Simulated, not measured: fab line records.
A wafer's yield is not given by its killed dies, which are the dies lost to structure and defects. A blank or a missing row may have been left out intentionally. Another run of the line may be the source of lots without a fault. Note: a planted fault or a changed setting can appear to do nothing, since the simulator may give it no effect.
The same fault as seen by 3 desks ; flow nandHarc ; every desk sees just its own numbers, and what lay behind them comes last

== AT THE TOOL OWNER'S DESK: aclDep-01 ==
The tool's own readings at NHARC_A_CONTACT_DEP_84 (deposits aC, target thk 2000 nm): means of the sampled wafers that have a number, for each lot that ran on this tool. Marked OUT: a lot whose mean sits more than 4 standard deviations from the usual mean, which makes it out of limits; the brackets give that distance.
Columns: A = throttleValvePct at NHARC_A_CONTACT_DEP_84, usual 34.998 %
lot;first seen here;A
L557;day 16 17:46;35.011
L561;day 17 09:31;34.990
L566;day 18 23:48;35.001
L569;day 19 20:42;34.991
L578;day 22 05:19;35.005
L577;day 22 08:40;34.995
This desk found nothing out of limits on any of the 6 lots.

== AT THE METROLOGY DESK ==
Lot by lot, what the gauges showed, no matter which tool ran the lot: averages of those sampled wafers that carry a number. Marked OUT: a lot whose mean sits more than 4 standard deviations from the usual mean, which makes it out of limits; the brackets give that distance.
Columns: A = overlayXNm at NHARC_A_CONTACT_OVL_MEAS_09, usual 0.0 nm; B = overlayYNm at NHARC_A_CONTACT_OVL_MEAS_09, usual -0.1 nm
lot;first seen here;A;B
L557;day 16 19:56;0.4;0.5
L560;day 17 04:26;0.4;-0.1
L558;day 17 08:50;-1.1;-0.4
L561;day 17 11:04;0.2;-0.1
L563;day 17 21:49;0.6;0.1
L564;day 18 14:25;-1.0;0.2
L565;day 18 22:11;-0.5;0.6
L566;day 19 01:41;-0.3;-0.5
L569;day 19 22:40;0.1;0.0
L572;day 20 13:08;0.7;-0.4
L574;day 21 01:19;-0.5;0.7
L578;day 22 07:10;-1.1;-1.2
L577;day 22 10:19;0.7;-1.0
L580;day 22 16:15;-0.2;-0.4
This desk found nothing out of limits on any of the 14 lots.

== THE DEFECT DESK ==
For each lot, the counts of the inspections along the route, averaged over the sampled wafers that have a number. Marked OUT: a lot whose mean sits more than 4 standard deviations from the usual mean, which makes it out of limits; the brackets give that distance.
Columns: A = rawDefectCount at NHARC_A_CONTACT_INSPECT_10, usual 28
lot;first seen here;A
L557;day 16 19:58;11
L560;day 17 04:28;13
L558;day 17 08:53;39
L561;day 17 11:05;8
L563;day 17 21:52;13
L564;day 18 14:26;20
L565;day 18 22:13;39
L566;day 19 01:44;10
L569;day 19 22:42;35
L572;day 20 13:11;31
L574;day 21 01:22;43
L578;day 22 07:13;528 (+36) OUT
L577;day 22 10:21;521 (+35) OUT
L580;day 22 16:17;40
This desk's verdict: out of limits on L577, L578, starting with L578 at day 22 07:13 (rawDefectCount at NHARC_A_CONTACT_INSPECT_10). L557, L560, L558, L561, L563, L564, L565, L566, L569, L572, L574, L580 stayed within limits.

== TAKEN TOGETHER ==
The defect desk could have raised an alarm at day 22 07:13, on L577, L578.
The desk of the tool owner found nothing out of limits.
At the metrology desk, nothing out of limits was observed.
The tool owner's desk has L577, L578 on record, within its limits.
The metrology desk has L577, L578 on record, within its limits.
Every lot named ran NHARC_A_CONTACT_DEP_84 on aclDep-01.

== WHAT WAS PUT IN BY THE SIMULATOR ==
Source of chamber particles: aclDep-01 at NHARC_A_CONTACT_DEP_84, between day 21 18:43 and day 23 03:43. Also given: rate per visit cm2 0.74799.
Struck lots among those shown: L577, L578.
Hours from the fault's start to each desk's first reading out of limits: the defect desk, 12.
